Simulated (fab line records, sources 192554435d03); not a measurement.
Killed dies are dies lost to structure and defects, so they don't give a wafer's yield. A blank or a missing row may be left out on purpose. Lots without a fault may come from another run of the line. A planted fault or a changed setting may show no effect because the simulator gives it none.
Which tool did it? | flow n5_finfet | 9 lots, 27 wafers sampled, at 5 steps of a route of 1938

WHAT THE GAUGES READ, wafer by wafer
N5_BEOL_M4_RC_MEAS_101. Usual: DIBL_N 35.8 mV/V, standard deviation 1.8; DIBL_P 35.6 mV/V, standard deviation 2; IOFF_N 0.148 nA/um, standard deviation 0.028; IOFF_P 0.20 nA/um, standard deviation 0.034; ION_N 672 uA/um, standard deviation 12; ION_P 462 uA/um, standard deviation 8.5; SS_N 71.2 mV/dec, standard deviation 0.65; SS_P 73.1 mV/dec, standard deviation 0.67; VT_N 251 mV, standard deviation 3.3; VT_P -251 mV, standard deviation 3.8.
lot  | measured     | on        | DIBL_N (mV/V)  | DIBL_P (mV/V)  | IOFF_N (nA/um)    | IOFF_P (nA/um) | ION_N (uA/um) | ION_P (uA/um) | SS_N (mV/dec)  | SS_P (mV/dec)  | VT_N (mV)   | VT_P (mV)      | flag
L337 | day 8 02:58  | prober-01 | 37.7 36.9 36.8 | 38.6 36.7 37.4 | 0.156 0.151 0.145 | 0.22 0.20 0.21 | 647 672 674   | 451 461 464   | 72.1 70.9 70.4 | 73.9 72.5 73.5 | 252 252 250 | -247 -248 -248 |
L341 | day 9 04:34  | prober-01 | 37.6 37.9 36.8 | 36.9 37.5 35.5 | 0.169 0.162 0.147 | 0.20 0.22 0.18 | 693 684 675   | 465 461 462   | 71.9 71.7 71.4 | 73.8 74.0 72.9 | 245 247 251 | -252 -249 -254 |
L343 | day 9 10:25  | prober-01 | 38.1 37.8 37.9 | 36.8 36.6 36.3 | 0.191 0.178 0.174 | 0.26 0.26 0.23 | 692 686 685   | 481 475 468   | 71.9 71.9 71.4 | 72.9 73.2 73.2 | 247 247 248 | -244 -242 -246 |
L345 | day 10 02:16 | prober-02 | 34.6 35.9 35.2 | 34.3 35.7 34.7 | 0.121 0.136 0.137 | 0.19 0.21 0.19 | 663 674 678   | 457 467 468   | 70.1 71.3 70.8 | 73.5 72.8 72.4 | 253 252 250 | -249 -247 -249 |
L354 | day 12 03:19 | prober-01 | 38.5 35.8 35.6 | 39.8 34.5 36.1 | 0.191 0.137 0.146 | 0.25 0.17 0.18 | 679 663 683   | 463 454 466   | 72.1 71.6 71.5 | 73.7 73.0 73.1 | 248 252 251 | -248 -252 -255 |
L355 | day 12 09:55 | prober-02 | 36.9 36.9 35.5 | 35.4 36.1 35.7 | 0.152 0.153 0.140 | 0.17 0.18 0.18 | 679 675 682   | 453 451 465   | 70.9 71.9 71.0 | 73.3 72.9 73.2 | 251 252 251 | -255 -254 -252 |
L356 | day 12 19:14 | prober-02 | 36.4 39.3 37.4 | 33.2 36.0 35.8 | 0.145 0.208 0.170 | 0.16 0.19 0.20 | 671 659 685   | 454 443 459   | 71.8 72.7 71.3 | 73.0 73.9 73.8 | 253 249 249 | -257 -253 -250 |
L357 | day 13 02:19 | prober-01 | 38.6 37.8 38.0 | 41.2 39.5 39.9 | 0.200 0.181 0.183 | 0.27 0.24 0.25 | 678 684 682   | 464 462 472   | 72.5 71.2 72.0 | 74.2 73.9 74.1 | 245 247 250 | -247 -249 -247 |
L359 | day 13 22:43 | prober-02 | 34.5 35.1 35.3 | 34.1 35.6 35.2 | 0.145 0.163 0.164 | 0.19 0.21 0.21 | 673 687 692   | 471 470 469   | 70.7 70.5 70.9 | 72.4 72.9 72.9 | 249 246 247 | -249 -247 -247 |

WHICH TOOL RAN EACH LOT (tool, then ch and the chambers of the sampled wafers, then the start)
lot  | N5_HKMG_FIN_ETCH_31               | N5_HKMG_FIN_ALD_71                 | N5_HKMG_FIN_STRIP_90              | N5_HKMG_FIN_ALD_72
L337 | rie_diel-03 ch 0,2, day 4 15:08   | ald_metal-01 ch 0,2, day 4 17:08   | rie_diel-05 ch 0,2,3, day 4 17:32 | cvd_w-02 ch 0,1, day 4 18:35
L341 | rie_diel-05 ch 1,2,3, day 5 12:08 | ald_metal-01 ch 0,1,3, day 5 14:13 | rie_diel-05 ch 1,2,3, day 5 14:37 | cvd_w-02 ch 0,1, day 5 15:40
L343 | rie_diel-03 ch 1,2, day 5 23:41   | ald_metal-01 ch 1,2,3, day 6 01:52 | rie_diel-06 ch 1,2,3, day 6 02:16 | cvd_w-01 ch 0,1, day 6 03:28
L345 | rie_diel-06 ch 0,1,3, day 6 10:14 | ald_metal-01 ch 1,2,3, day 6 12:14 | rie_diel-06 ch 0,1,3, day 6 12:42 | cvd_w-02 ch 0,1, day 6 13:44
L354 | rie_diel-05 ch 0,3, day 8 16:36   | ald_metal-01 ch 0,2,3, day 8 18:47 | rie_diel-03 ch 0,2,3, day 8 19:11 | cvd_w-01 ch 0,1, day 8 20:14
L355 | rie_diel-05 ch 0,2,3, day 8 19:58 | ald_metal-03 ch 0,1,2, day 8 22:03 | rie_diel-06 ch 2,3, day 8 22:29   | cvd_w-02 ch 0,1, day 8 23:32
L356 | rie_diel-06 ch 0,1,3, day 9 08:00 | ald_metal-01 ch 1,3, day 9 10:02   | rie_diel-05 ch 1,2,3, day 9 10:39 | cvd_w-01 ch 0,1, day 9 12:05
L357 | rie_diel-05 ch 1,2, day 9 09:16   | ald_metal-02 ch 0,2,3, day 9 11:26 | rie_diel-03 ch 1,2, day 9 11:50   | cvd_w-01 ch 0,1, day 9 12:53
L359 | rie_diel-03 ch 0,1,3, day 9 20:46 | ald_metal-03 ch 1,2,3, day 9 22:47 | rie_diel-03 ch 0,2, day 9 23:11   | cvd_w-01 ch 0,1, day 10 00:22
- N5_HKMG_FIN_ETCH_31: etches SiARC in CF4, target depth 45.5 nm, time 75.8 s.
- N5_HKMG_FIN_ALD_71: deposits TiN, target thk 1 nm, pulse time 1 s, purge time 3 s.
- N5_HKMG_FIN_STRIP_90: strips SOC in N2/H2, time 20 s.
- N5_HKMG_FIN_ALD_72: deposits W, target thk 2 nm, pulse time 1 s, purge time 2 s.

WHAT THE TOOLS THEMSELVES READ (means of the sampled wafers that have a number; where no wafer has one, the mark that the record gives instead)
N5_HKMG_FIN_ETCH_31. Usual: chamber_pressure_mTorr 40.00 mTorr, standard deviation 0.061; drypump_motor_current_A 5.6 A, standard deviation 0.41; etch_rf_on_time_s 75.1 s, standard deviation 1.7; oes_product_au 0.66 a.u., standard deviation 0.072; rf_vpp_V 183.9 V, standard deviation 1.1; showerhead_plenum_p_Torr 2.12 Torr, standard deviation 0.059; throttle_valve_pct 15.60 %, standard deviation 0.19.
lot  | tool        | chamber_pressure_mTorr (mTorr) | drypump_motor_current_A (A) | etch_rf_on_time_s (s) | oes_product_au (a.u.) | rf_vpp_V (V) | showerhead_plenum_p_Torr (Torr) | throttle_valve_pct (%) | flag
L337 | rie_diel-03 | 39.98                          | 6.1                         | 73.3                  | 0.71                  | 182.8        | 2.08                            | 15.55                  |
L341 | rie_diel-05 | 40.00                          | 5.3                         | 74.0                  | 0.63                  | 184.0        | 2.16                            | 15.63                  |
L343 | rie_diel-03 | 40.01                          | 5.6                         | 74.9                  | 0.60                  | 184.2        | 2.14                            | 15.86                  |
L345 | rie_diel-06 | 40.01                          | 5.6                         | 76.6                  | 0.64                  | 185.4        | 2.13                            | 15.56                  |
L354 | rie_diel-05 | 40.01                          | 5.5                         | 73.7                  | 0.67                  | 183.8        | 2.11                            | 15.67                  |
L355 | rie_diel-05 | 39.98                          | 5.5                         | 74.2                  | 0.67                  | 184.2        | 2.15                            | 15.54                  |
L356 | rie_diel-06 | 40.01                          | 5.6                         | 75.7                  | 0.62                  | 184.3        | 2.12                            | 15.61                  |
L357 | rie_diel-05 | 39.98                          | 5.4                         | 75.4                  | 0.62                  | 184.6        | 2.15                            | 15.57                  |
L359 | rie_diel-03 | 40.02                          | 5.7                         | 75.4                  | 0.74                  | 184.9        | 2.11                            | 15.57                  |

N5_HKMG_FIN_ALD_71. Usual: heater_power_w 872 W, standard deviation 89; precursor_pulse_height_rel 1.001, standard deviation 0.02; susceptor_temp_C 400.01 C, standard deviation 0.24.
lot  | tool         | heater_power_w (W) | precursor_pulse_height_rel | susceptor_temp_C (C) | flag
L337 | ald_metal-01 | 879                | 0.999                      | 399.83               |
L341 | ald_metal-01 | 878                | 1.017                      | 399.90               |
L343 | ald_metal-01 | 816                | 1.021                      | 403.90               | OFF
L345 | ald_metal-01 | 817                | 0.998                      | 403.90               | OFF
L354 | ald_metal-01 | 815                | 1.004                      | 400.06               |
L355 | ald_metal-03 | 953                | 0.997                      | 399.85               |
L356 | ald_metal-01 | 792                | 0.995                      | 400.33               |
L357 | ald_metal-02 | 795                | 1.001                      | 400.12               |
L359 | ald_metal-03 | 938                | 0.994                      | 400.04               |

N5_HKMG_FIN_STRIP_90. Usual: chamber_pressure_mTorr 50.00 mTorr, standard deviation 0.047; drypump_motor_current_A 5.6 A, standard deviation 0.43; oes_product_au 0.78 a.u., standard deviation 0.083; power_w 499.8 W, standard deviation 1.4; rf_vpp_V 54.1 V, standard deviation 0.85; showerhead_plenum_p_Torr 3.33 Torr, standard deviation 0.1; throttle_valve_pct 18.9 %, standard deviation 0.38.
lot  | tool        | chamber_pressure_mTorr (mTorr) | drypump_motor_current_A (A) | oes_product_au (a.u.) | power_w (W) | rf_vpp_V (V) | showerhead_plenum_p_Torr (Torr) | throttle_valve_pct (%) | flag
L337 | rie_diel-05 | 50.01                          | 5.5                         | 0.74                  | 500.9       | 54.3         | 3.38                            | 19.0                   |
L341 | rie_diel-05 | 49.96                          | 5.3                         | 0.73                  | 500.1       | 54.1         | 3.38                            | 19.1                   |
L343 | rie_diel-06 | 50.01                          | 5.8                         | 0.73                  | 499.3       | 54.3         | 3.25                            | 18.6                   |
L345 | rie_diel-06 | 50.02                          | 5.7                         | 0.74                  | 498.8       | 54.6         | 3.34                            | 18.7                   |
L354 | rie_diel-03 | 49.98                          | 6.0                         | 0.81                  | 499.4       | 53.5         | 3.25                            | 19.0                   |
L355 | rie_diel-06 | 50.00                          | 5.9                         | 0.88                  | 499.9       | 54.0         | 3.45                            | 18.6                   |
L356 | rie_diel-05 | 49.97                          | 5.4                         | 0.79                  | 499.0       | 54.4         | 3.36                            | 19.0                   |
L357 | rie_diel-03 | 49.99                          | 5.9                         | 0.80                  | 499.4       | 54.6         | 3.30                            | 19.4                   |
L359 | rie_diel-03 | 49.98                          | 6.1                         | 0.78                  | 500.5       | 53.4         | 3.23                            | 18.9                   |

N5_HKMG_FIN_ALD_72. Usual: heater_power_w 452 W, standard deviation 26; precursor_pulse_height_rel 1.000, standard deviation 0.021; susceptor_temp_C 300.01 C, standard deviation 0.2.
lot  | tool     | heater_power_w (W) | precursor_pulse_height_rel | susceptor_temp_C (C) | flag
L337 | cvd_w-02 | 474                | 0.997                      | 299.70               |
L341 | cvd_w-02 | 473                | 0.995                      | 300.04               |
L343 | cvd_w-01 | 439                | 1.012                      | 300.19               |
L345 | cvd_w-02 | 477                | 1.011                      | 300.19               |
L354 | cvd_w-01 | 446                | 0.990                      | 300.00               |
L355 | cvd_w-02 | 491                | 0.983                      | 299.62               |
L356 | cvd_w-01 | 443                | 0.977                      | 299.78               |
L357 | cvd_w-01 | 436                | 1.017                      | 300.01               |
L359 | cvd_w-01 | 449                | 1.005                      | 300.02               |

THE ANSWER, worked out from the rows above alone
Rule: a lot is off if the mean of its wafers that have a number lies more than 3 standard deviations from the usual mean. A lot without any number at a reading at which 4 lots or more have one is off too. The other lots that the step has rows for count as sound. The gauges are gone through in route order, then the tools' own readings, and for those a lot's mean is taken as printed above. The first step at which some lot is off is used, and at that step the reading that is off furthest; a lot without a number counts as furthest.
Off: L343, L345, at N5_HKMG_FIN_ALD_71 (susceptor_temp_C).
A tool fits if, at that step or a process step before it, it ran every lot that is off, and no sound lot after the first of them. None of those tried fits.

WHAT THE SIMULATOR HAD PUT IN
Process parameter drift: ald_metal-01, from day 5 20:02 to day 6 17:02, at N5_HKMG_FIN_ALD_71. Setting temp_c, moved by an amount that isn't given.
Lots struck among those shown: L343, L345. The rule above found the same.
